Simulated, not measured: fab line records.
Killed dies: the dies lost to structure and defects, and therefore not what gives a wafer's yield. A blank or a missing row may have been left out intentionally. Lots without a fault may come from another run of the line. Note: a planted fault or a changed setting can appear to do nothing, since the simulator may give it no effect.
Matching of chambers    flow n5Finfet    4 sister chambers for N5_PASSIVATION_VIA_ETCH_13 on rieDiel-06
The step etches SiO2 in CHF3/O2, target depth 660 nm, time 330 s. 24 wafers are shown with their chamber, then 12 later ones without.

== EACH WAFER AND ITS CHAMBER ==
wafer   chamber  drypumpMotorCurrentA (A)  showerheadPlenumPTorr (Torr)  rfVppV (V)
L074.4  0        5.8                       2.31                          514
L074.5  1        6.4                       2.55                          518
L074.6  3        6.0                       2.36                          531
L079.1  3        6.0                       2.36                          528
L079.2  0        5.8                       2.31                          515
L079.5  2        5.9                       2.37                          531
L083.3  1        6.3                       2.54                          519
L083.4  0        5.8                       2.30                          515
L083.5  3        6.0                       2.36                          530
L081.3  3        6.0                       2.36                          529
L081.5  1        6.4                       2.54                          517
L081.6  0        5.8                       2.30                          514
L082.1  1        6.4                       2.54                          518
L082.4  2        5.9                       2.37                          530
L082.5  3        6.0                       2.36                          529
L091.1  1        6.4                       2.53                          518
L091.2  0        5.8                       2.30                          512
L091.3  3        6.0                       2.35                          529
L089.1  0        5.8                       2.30                          514
L089.2  2        5.9                       2.36                          532
L089.4  3        6.0                       2.35                          529
L092.2  1        6.3                       2.53                          517
L092.4  0        5.8                       2.30                          513
L092.6  0        5.8                       2.30                          514

SIGNATURES, as means of the wafers listed above
reading                chamber 0  chamber 1  chamber 2  chamber 3  scatter within a chamber
drypumpMotorCurrentA   5.800      6.367      5.900      6.000      0.0258
showerheadPlenumPTorr  2.3025     2.5383     2.3667     2.3571     0.00567
rfVppV                 513.88     517.83     531.00     529.29     0.926
Rule: for a wafer and a chamber, the distance is found by dividing, reading by reading, the gap between the wafer's reading and the chamber's mean by the reading's scatter, squaring, summing and taking the root. If the next closest chamber is less than 2 further off than the closest, the wafer can't be placed; otherwise it belongs to the closest. The scatter: take each reading less its chamber's mean, square it, sum over the shown wafers, divide by the number of wafers less the number of chambers, and take the root.

== WAFERS MISSING THEIR CHAMBER ==
wafer   drypumpMotorCurrentA (A)  showerheadPlenumPTorr (Torr)  rfVppV (V)
L094.4  6.4                       2.53                          518
L094.5  5.7                       2.29                          513
L094.6  6.3                       2.53                          519
L095.1  6.0                       2.35                          531
L095.4  5.8                       2.29                          514
L095.5  5.9                       2.36                          531
L096.1  5.8                       2.29                          513
L096.2  6.4                       2.53                          518
L096.5  6.0                       2.35                          529
L097.2  6.0                       2.35                          530
L097.3  5.8                       2.29                          513
L097.4  5.9                       2.36                          529

== CHAMBER TAKEN BY EACH ==
wafer   from the rows above      in truth
L094.4  1                        1
L094.5  0                        0
L094.6  1                        1
L095.1  3                        3
L095.4  0                        0
L095.5  2                        2
L096.1  0                        0
L096.2  1                        1
L096.5  3                        3
L097.2  3                        3
L097.3  0                        0
L097.4  can't be placed: 2 or 3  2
Correctly placed: 11 of 12. Can't be placed from these rows: 1 (the true chamber is among the candidates in 1). Number placed wrongly: 0.
